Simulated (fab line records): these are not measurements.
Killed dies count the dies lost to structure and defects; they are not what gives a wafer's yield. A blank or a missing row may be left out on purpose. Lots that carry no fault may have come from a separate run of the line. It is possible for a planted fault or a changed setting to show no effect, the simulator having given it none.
Chamber matching / flow n5Finfet / N5_BEOL_M6_ETCH_61 on rieDiel-05: 4 sister chambers
The step etches SiARC in CF4, target depth 45.5 nm, time 75.8 s. 8 wafers are shown with their chamber, then 7 later ones without.

== WAFERS PAIRED WITH THEIR CHAMBERS ==
wafer=L074.5; chamber=0; drypumpMotorCurrentA (A)=5.2; showerheadPlenumPTorr (Torr)=2.13
wafer=L080.5; chamber=3; drypumpMotorCurrentA (A)=4.8; showerheadPlenumPTorr (Torr)=2.21
wafer=L079.3; chamber=0; drypumpMotorCurrentA (A)=5.2; showerheadPlenumPTorr (Torr)=2.12
wafer=L079.4; chamber=1; drypumpMotorCurrentA (A)=5.4; showerheadPlenumPTorr (Torr)=2.10
wafer=L083.3; chamber=3; drypumpMotorCurrentA (A)=4.8; showerheadPlenumPTorr (Torr)=2.21
wafer=L083.6; chamber=1; drypumpMotorCurrentA (A)=5.4; showerheadPlenumPTorr (Torr)=2.10
wafer=L084.3; chamber=2; drypumpMotorCurrentA (A)=6.2; showerheadPlenumPTorr (Torr)=2.05
wafer=L084.4; chamber=2; drypumpMotorCurrentA (A)=6.3; showerheadPlenumPTorr (Torr)=2.05

== WAFERS WITH NO CHAMBER GIVEN ==
wafer=L084.6; drypumpMotorCurrentA (A)=4.8; showerheadPlenumPTorr (Torr)=2.21
wafer=L094.3; drypumpMotorCurrentA (A)=6.2; showerheadPlenumPTorr (Torr)=2.04
wafer=L094.4; drypumpMotorCurrentA (A)=4.8; showerheadPlenumPTorr (Torr)=2.20
wafer=L094.6; drypumpMotorCurrentA (A)=4.8; showerheadPlenumPTorr (Torr)=2.20
wafer=L096.1; drypumpMotorCurrentA (A)=6.2; showerheadPlenumPTorr (Torr)=2.04
wafer=L096.2; drypumpMotorCurrentA (A)=4.8; showerheadPlenumPTorr (Torr)=2.20
wafer=L096.4; drypumpMotorCurrentA (A)=6.2; showerheadPlenumPTorr (Torr)=2.04

== WHICH CHAMBER EACH ONE RAN IN ==
wafer=L084.6; from the rows above=3; in truth=3
wafer=L094.3; from the rows above=2; in truth=2
wafer=L094.4; from the rows above=3; in truth=3
wafer=L094.6; from the rows above=3; in truth=3
wafer=L096.1; from the rows above=2; in truth=2
wafer=L096.2; from the rows above=3; in truth=3
wafer=L096.4; from the rows above=2; in truth=2
Correct placement for 7 of the 7. Number that these rows cannot place: 0. 0 placed wrongly.
How it was worked out, from the rows above alone: a wafer's distance from a chamber is the root of the sum, over the readings, of the square of ((its reading less the chamber's mean) divided by the reading's scatter). The wafer belongs to the nearest chamber; if the next one is less than 2 further off, it can't be placed. The mean given for a chamber averages the wafers shown for that chamber. The scatter is the square root of a quotient: the sum, over the shown wafers, of each reading's squared deviation from its chamber's mean, divided by wafers minus chambers.
